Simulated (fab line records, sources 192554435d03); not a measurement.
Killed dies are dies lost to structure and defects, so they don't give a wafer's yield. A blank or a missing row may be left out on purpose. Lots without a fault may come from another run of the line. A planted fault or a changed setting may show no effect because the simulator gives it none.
Split-lot experiment | flow n5_finfet | 7 lots, 39 wafers read, on a route of 1938 steps

THE SPLIT
At N5_BEOL_M5_TRENCH_ETCH_37 (etches SiCOH lowk in C4F6/O2, target depth 71.652 nm, time 24.7 s), the setting target_depth_a was moved away from the recipe's 716.52 angstrom on 12 of the 39 wafers read, by -58.3% to +57.8%. The other wafers ran this setting at the recipe's value.

FROM THE SPLIT TO THE READING: what the file shows between them, 8 steps
- N5_BEOL_M5_ETCH_41: etches SiCN in CH3F/O2, target depth 31.5 nm, time 56.7 s
- N5_BEOL_M5_STRIP_91: strips in N2/H2, time 10 s
- N5_BEOL_M5_OCD_MEAS_38
- N5_BEOL_M5_HM_STRIP_39: strips TiN in peroxide tin strip, target depth 25 nm, time 158 s
- N5_BEOL_M5_SRD_40: time 30 s
- N5_BEOL_M5_ECD_50: material Cu, target thk 300 nm
- N5_BEOL_M5_ANNEAL_51: time 90 s
- N5_BEOL_M5_CMP_52: polishes, stops on SiCOH lowk, t overpolish 6.9 s, target thk 62 nm

THE READING
M5_THK, in nm, at N5_BEOL_M5_THK_MEAS_53 (measures by xrf). Fault-free wafers of this fab line usually give 61.4 nm, standard deviation 1.5 nm.

wafer  | tool, chamber at the split | target_depth_a as run, angstrom | against the recipe | M5_THK, nm | against lot-mates on the recipe
L074.1 | rie_diel-05, 0             | 716.52                          | recipe             | 62.3       | -
L074.2 | rie_diel-05, 3             | 1131                            | +57.8%             | 104.3      | +42.2
L074.3 | rie_diel-05, 1             | 716.52                          | recipe             | 61.8       | -
L074.4 | rie_diel-05, 3             | 716.52                          | recipe             | 62.1       | -
L074.5 | rie_diel-05, 0             | 1131                            | +57.8%             | 104.4      | +42.3
L074.6 | rie_diel-05, 1             | 1131                            | +57.8%             | 101.2      | +39.1
L076.1 | rie_diel-01, 1             | 299.1                           | -58.3%             | 19.9       | -41.2
L076.2 | rie_diel-01, 0             | 299.1                           | -58.3%             | 19.9       | -41.2
L076.3 | rie_diel-01, 2             | 716.52                          | recipe             | 60.9       | -
L076.4 | rie_diel-01, 3             | 299.1                           | -58.3%             | 18.4       | -42.7
L076.5 | rie_diel-01, 2             | 716.52                          | recipe             | 62.1       | -
L076.6 | rie_diel-01, 3             | 716.52                          | recipe             | 60.3       | -
L078.1 | rie_diel-05, 2             | 716.52                          | recipe             | 58.5       | -
L078.2 | rie_diel-05, 3             | 716.52                          | recipe             | 61.4       | -
L078.3 | rie_diel-05, 1             | 716.52                          | recipe             | 59.5       | -
L078.4 | rie_diel-05, 0             | 716.52                          | recipe             | 61.5       | -
L078.5 | rie_diel-05, 0             | 716.52                          | recipe             | 62.9       | -
L078.6 | rie_diel-05, 3             | 716.52                          | recipe             | 62.5       | -
L095.1 | rie_diel-05, 0             | 716.52                          | recipe             | 62.0       | -
L095.2 | rie_diel-05, 1             | 716.52                          | recipe             | 58.3       | -
L095.3 | rie_diel-05, 2             | 1009                            | +40.8%             | 88.0       | +27.2
L095.4 | rie_diel-05, 3             | 716.52                          | recipe             | 62.2       | -
L095.5 | rie_diel-05, 0             | 1009                            | +40.8%             | 89.8       | +29.0
L095.6 | rie_diel-05, 3             | 1009                            | +40.8%             | 92.1       | +31.3
L092.1 | rie_diel-05, 2             | 716.52                          | recipe             | 61.5       | -
L092.2 | rie_diel-05, 1             | 310                             | -56.7%             | 22.4       | -39.7
L092.3 | rie_diel-05, 3             | 716.52                          | recipe             | 63.7       | -
L092.4 | rie_diel-05, 0             | 310                             | -56.7%             | 22.4       | -39.7
L092.5 | rie_diel-05, 2             | 716.52                          | recipe             | 61.0       | -
L092.6 | rie_diel-05, 1             | 310                             | -56.7%             | 22.4       | -39.7
L086.1 | rie_diel-06, 3             | 716.52                          | recipe             | 61.1       | -
L086.2 | rie_diel-06, 1             | 716.52                          | recipe             | 59.6       | -
L086.3 | rie_diel-06, 0             | 716.52                          | recipe             | 61.1       | -
L086.4 | rie_diel-06, 2             | 716.52                          | recipe             | 65.5       | -
L086.5 | rie_diel-06, 2             | 716.52                          | recipe             | 62.9       | -
L086.6 | rie_diel-06, 1             | 716.52                          | recipe             | 59.9       | -
L097.1 | rie_diel-05, 0             | 716.52                          | recipe             | 63.3       | -
L097.3 | rie_diel-05, 2             | 716.52                          | recipe             | 62.1       | -
L097.6 | rie_diel-05, 3             | 716.52                          | recipe             | 60.9       | -

THE FIT
A straight line over all 39 wafers: M5_THK changes by +0.71 nm for each +1% of target_depth_a; r = +1.00; the points scatter about the line by 1.5 nm.
The same after taking each lot's own level away (the mean of its wafers on the recipe; 39 wafers): +0.71 nm for each +1%; r = +1.00; scatter 1.4 nm.
On that fit, the largest move of target_depth_a shifts the reading by 41 nm.
The lots' own levels span 60.83 to 62.10 nm, that is 0.8 times the standard deviation above.
So the lot-to-lot level changes the slope little: the two slopes agree.
Check: with one of the wafers moved furthest among these (-58.3%) left out of the fit, the line predicts -41.3 nm for it against its lot-mates. It came out at -41.2 nm against them.

THE WHOLE CHAIN: every reading that the file lists as answering this split, in the file's order
step                      | what it does                                                        | reading                                                                          | change (the file's fit)                                                              | r (the file's)
N5_BEOL_M5_TRENCH_ETCH_37 | etches SiCOH lowk in C4F6/O2, target depth 71.652 nm, time 24.7 s   | BEOL_M5.feature_depth_nm (the simulator's own value, which no gauge read)        | +0.708 nm for each +1% of the setting                                                | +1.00
N5_BEOL_M5_TRENCH_ETCH_37 | etches SiCOH lowk in C4F6/O2, target depth 71.652 nm, time 24.7 s   | etch.depth_nm (the simulator's own value, which no gauge read)                   | +0.709 nm for each +1% of the setting                                                | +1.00
N5_BEOL_M5_TRENCH_ETCH_37 | etches SiCOH lowk in C4F6/O2, target depth 71.652 nm, time 24.7 s   | TiN_of_BEOL_M5_HM_DEP_02.thk_nm (the simulator's own value, which no gauge read) | -0.02 nm for each +1% of the setting                                                 | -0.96
N5_BEOL_M5_OCD_MEAS_38    |                                                                     | trench_depth_nm                                                                  | +0.711 nm for each +1% of the setting                                                | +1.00
N5_BEOL_M5_CMP_52         | polishes, stops on SiCOH lowk, t overpolish 6.9 s, target thk 62 nm | Cu_of_BEOL_M5_ECD_50.thk_nm (the simulator's own value, which no gauge read)     | +0.704 nm for each +1% of the setting                                                | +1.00
N5_BEOL_M5_THK_MEAS_53    | measures by xrf                                                     | M5_THK                                                                           | +0.71 for each +1% of the setting                                                    | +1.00
N5_BEOL_M5_RS_MEAS_57     | measures by four-point-probe                                        | M5_RS                                                                            | not straight: 1.787 at the lowest setting, 0.392 at the recipe, 0.212 at the highest | not given

THE FILE'S OWN FIT
M5_THK changes by +0.71 nm for each +1% of target_depth_a, r = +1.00.
